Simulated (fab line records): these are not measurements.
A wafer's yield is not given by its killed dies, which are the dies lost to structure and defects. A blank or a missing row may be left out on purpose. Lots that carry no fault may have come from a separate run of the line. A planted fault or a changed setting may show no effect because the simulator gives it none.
Which tool did it? | flow nand-harc | 24 lots, 72 wafers sampled, at 5 steps of a route of 1302

## WHAT THE GAUGES READ, wafer by wafer
NHARC_A_CHANNEL_FILL_D1_INSPECT_13.
lot  | measured     | on                | raw-defect-count
L074 | day 10 17:17 | defect-inspect-02 | 396 306 391
L075 | day 11 07:50 | defect-inspect-01 | 367 290 274
L076 | day 11 21:34 | defect-inspect-02 | 973 559 437
L078 | day 12 04:05 | defect-inspect-02 | 415 313 380
L077 | day 12 15:00 | defect-inspect-02 | 308 512 341
L079 | day 13 00:16 | defect-inspect-02 | 349 244 398
L080 | day 13 07:17 | defect-inspect-02 | 384 315 551
L081 | day 13 12:46 | defect-inspect-02 | 481 312 301
L082 | day 14 03:46 | defect-inspect-01 | 173 190 263
L083 | day 14 22:14 | defect-inspect-01 | 259 376 466
L084 | day 15 04:23 | defect-inspect-02 | 405 467 304
L086 | day 15 12:23 | defect-inspect-02 | 274 466 251
L085 | day 15 12:23 | defect-inspect-01 | 397 370 232
L089 | day 16 20:22 | defect-inspect-02 | 274 232 266
L087 | day 16 20:23 | defect-inspect-02 | 323 253 293
L088 | day 16 20:31 | defect-inspect-02 | 452 274 574
L090 | day 17 12:25 | defect-inspect-01 | 265 218 105
L091 | day 17 12:25 | defect-inspect-02 | 452 320 381
L092 | day 18 14:10 | defect-inspect-02 | 319 188 244
L093 | day 18 14:10 | defect-inspect-01 | 791 602 722
L094 | day 19 10:52 | defect-inspect-01 | 434 450 597
L095 | day 19 13:44 | defect-inspect-02 | 346 360 201
L096 | day 20 02:16 | defect-inspect-02 | 279 219 313
L097 | day 20 14:49 | defect-inspect-01 | 172 247 194

NHARC_A_DECK1_JOINT_INSPECT_05.
lot  | measured     | on                | raw-defect-count
L074 | day 12 05:55 | defect-inspect-02 | 353 505 339
L075 | day 12 18:28 | defect-inspect-01 | 268 308 235
L076 | day 13 06:41 | defect-inspect-01 | 245 366 228
L078 | day 13 12:12 | defect-inspect-02 | 354 385 283
L077 | day 14 07:02 | defect-inspect-02 | 222 151 164
L079 | day 14 15:57 | defect-inspect-02 | 222 329 394
L080 | day 14 15:57 | defect-inspect-01 | 157 209 329
L081 | day 15 01:50 | defect-inspect-01 | 627 478 291
L082 | day 15 13:17 | defect-inspect-02 | 178 215 172
L083 | day 16 12:34 | defect-inspect-02 | 260 230 248
L084 | day 16 12:34 | defect-inspect-01 | 275 227 260
L086 | day 16 20:44 | defect-inspect-02 | 256 223 211
L085 | day 16 20:53 | defect-inspect-02 | 240 339 312
L089 | day 18 07:45 | defect-inspect-02 | 472 269 340
L087 | day 18 07:52 | defect-inspect-02 | 167 242 254
L088 | day 18 07:46 | defect-inspect-01 | 441 294 217
L090 | day 19 02:49 | defect-inspect-02 | 281 279 367
L091 | day 19 03:03 | defect-inspect-01 | 402 248 349
L092 | day 20 06:49 | defect-inspect-01 | 272 398 356
L093 | day 20 06:38 | defect-inspect-02 | 239 228 226
L094 | day 20 19:23 | defect-inspect-02 | 321 436 254
L095 | day 20 19:15 | defect-inspect-02 | 311 273 159
L096 | day 21 12:30 | defect-inspect-02 | 193 442 360
L097 | day 22 02:56 | defect-inspect-01 | 336 319 238

NHARC_A_ONON_D2_THK_MEAS_18: measures by ellipsometry.
lot  | measured     | on            | thk-nm (nm)
L074 | day 12 16:25 | film-metro-02 | 996 996 996
L075 | day 13 05:30 | film-metro-02 | 998 996 997
L076 | day 13 17:14 | film-metro-01 | 992 992 993
L078 | day 13 22:42 | film-metro-02 | 1007 1008 1009
L077 | day 14 17:37 | film-metro-02 | 992 994 995
L079 | day 15 02:10 | film-metro-02 | 1014 1013 1011
L080 | day 15 02:09 | film-metro-02 | 1006 1005 1005
L081 | day 15 12:05 | film-metro-01 | 990 988 991
L082 | day 15 23:53 | film-metro-02 | 996 997 995
L083 | day 16 23:29 | film-metro-01 | 983 983 983
L084 | day 16 23:28 | film-metro-01 | 1009 1008 1007
L086 | day 17 06:57 | film-metro-01 | 989 989 990
L085 | day 17 06:56 | film-metro-01 | 1003 1005 1003
L089 | day 18 18:40 | film-metro-01 | 987 988 987
L087 | day 18 18:40 | film-metro-02 | 990 991 991
L088 | day 18 18:40 | film-metro-02 | 1000 999 1001
L090 | day 19 13:00 | film-metro-02 | 1005 1007 1004
L091 | day 19 12:59 | film-metro-01 | 997 999 996
L092 | day 20 16:56 | film-metro-02 | 996 998 998
L093 | day 20 16:53 | film-metro-02 | 999 1001 1001
L094 | day 21 05:26 | film-metro-01 | 999 1000 1000
L095 | day 21 05:27 | film-metro-02 | 1005 1005 1005
L096 | day 21 22:42 | film-metro-01 | 999 1003 1001
L097 | day 22 13:04 | film-metro-01 | 1009 1011 1012

NHARC_A_ONON_D2_INSPECT_32.
lot  | measured     | on                | raw-defect-count
L074 | day 12 19:13 | defect-inspect-01 | 421 559 373
L075 | day 13 08:18 | defect-inspect-02 | 373 410 299
L076 | day 13 20:03 | defect-inspect-02 | 294 471 284
L078 | day 14 01:30 | defect-inspect-01 | 444 464 323
L077 | day 14 20:26 | defect-inspect-02 | 286 191 204
L079 | day 15 04:59 | defect-inspect-01 | 279 389 496
L080 | day 15 04:58 | defect-inspect-02 | 214 277 448
L081 | day 15 14:54 | defect-inspect-01 | 765 606 370
L082 | day 16 02:41 | defect-inspect-01 | 233 258 233
L083 | day 17 02:19 | defect-inspect-02 | 301 285 293
L084 | day 17 02:17 | defect-inspect-02 | 378 316 368
L086 | day 17 09:45 | defect-inspect-02 | 346 290 245
L085 | day 17 09:44 | defect-inspect-01 | 294 381 352
L089 | day 18 21:28 | defect-inspect-02 | 580 331 423
L087 | day 18 21:27 | defect-inspect-01 | 195 264 284
L088 | day 18 21:40 | defect-inspect-02 | 576 420 292
L090 | day 19 15:49 | defect-inspect-01 | 341 309 439
L091 | day 19 15:48 | defect-inspect-02 | 523 310 458
L092 | day 20 19:43 | defect-inspect-02 | 367 547 456
L093 | day 20 19:42 | defect-inspect-01 | 267 278 266
L094 | day 21 08:23 | defect-inspect-01 | 379 494 309
L095 | day 21 08:16 | defect-inspect-02 | 362 309 198
L096 | day 22 01:32 | defect-inspect-02 | 254 581 465
L097 | day 22 15:52 | defect-inspect-02 | 444 414 315

NHARC_A_CHANNEL_HOLE_D2_INSPECT_12.
lot  | measured     | on                | raw-defect-count
L074 | day 12 22:40 | defect-inspect-01 | 61 52 55
L075 | day 13 11:08 | defect-inspect-02 | 7 3 3
L076 | day 14 02:02 | defect-inspect-02 | 55 67 61
L078 | day 14 06:57 | defect-inspect-01 | 63 61 63
L077 | day 14 23:28 | defect-inspect-01 | 7 3 7
L079 | day 15 07:52 | defect-inspect-02 | 7 8 7
L080 | day 15 07:43 | defect-inspect-02 | 53 56 50
L081 | day 15 17:44 | defect-inspect-01 | 8 7 6
L082 | day 16 05:31 | defect-inspect-02 | 61 67 56
L083 | day 17 05:08 | defect-inspect-02 | 62 54 54
L084 | day 17 04:59 | defect-inspect-02 | 9 10 7
L086 | day 17 13:19 | defect-inspect-02 | 12 11 14
L085 | day 17 12:48 | defect-inspect-01 | 50 65 48
L089 | day 19 01:16 | defect-inspect-01 | 54 58 64
L087 | day 19 00:32 | defect-inspect-02 | 44 59 61
L088 | day 19 02:23 | defect-inspect-02 | 13 12 10
L090 | day 19 18:38 | defect-inspect-02 | 16 10 7
L091 | day 19 18:48 | defect-inspect-01 | 64 61 70
L092 | day 21 03:27 | defect-inspect-02 | 19 17 22
L093 | day 21 02:11 | defect-inspect-02 | 14 15 23
L094 | day 21 17:19 | defect-inspect-02 | 25 20 23
L095 | day 21 17:10 | defect-inspect-01 | 26 22 20
L096 | day 22 04:14 | defect-inspect-02 | 3 3 5
L097 | day 22 19:12 | defect-inspect-02 | 2 5 6

## TOOL THAT RAN EACH LOT (tool first, then ch and the chambers of the sampled wafers, then the start)
The record holds no process step before these readings.

## AS READ BY THE TOOLS THEMSELVES (means over the sampled wafers that have a number; for cases with no such wafer, the mark the record gives instead)
The record holds no such reading with a usual standard deviation.

## THE ANSWER, worked out from the rows above alone
Rule: the lots themselves supply what counts as usual. Put in order of their means at a reading, lots are off if they are a third of the lots or fewer, leave a main group of 4 or more, and stand apart from it by a gap of 3 or more times the standard deviation of the main group's means; of several such gaps the widest counts. A main group is skipped when, at the precision printed for the reading in the tables above, its means are all equal. A lot without any number at a reading at which 4 lots or more have one is off too. All remaining lots with rows at the step are treated as sound. The gauges are gone through in route order, then the tools' own readings, and for those a lot's mean is taken as printed above. At the first step where some lot is off, the reading lying furthest off is the one used; lots without a number count as furthest.
Nothing can be told from this: no lot is off at any reading shown.

## WHAT THE SIMULATOR PUT IN
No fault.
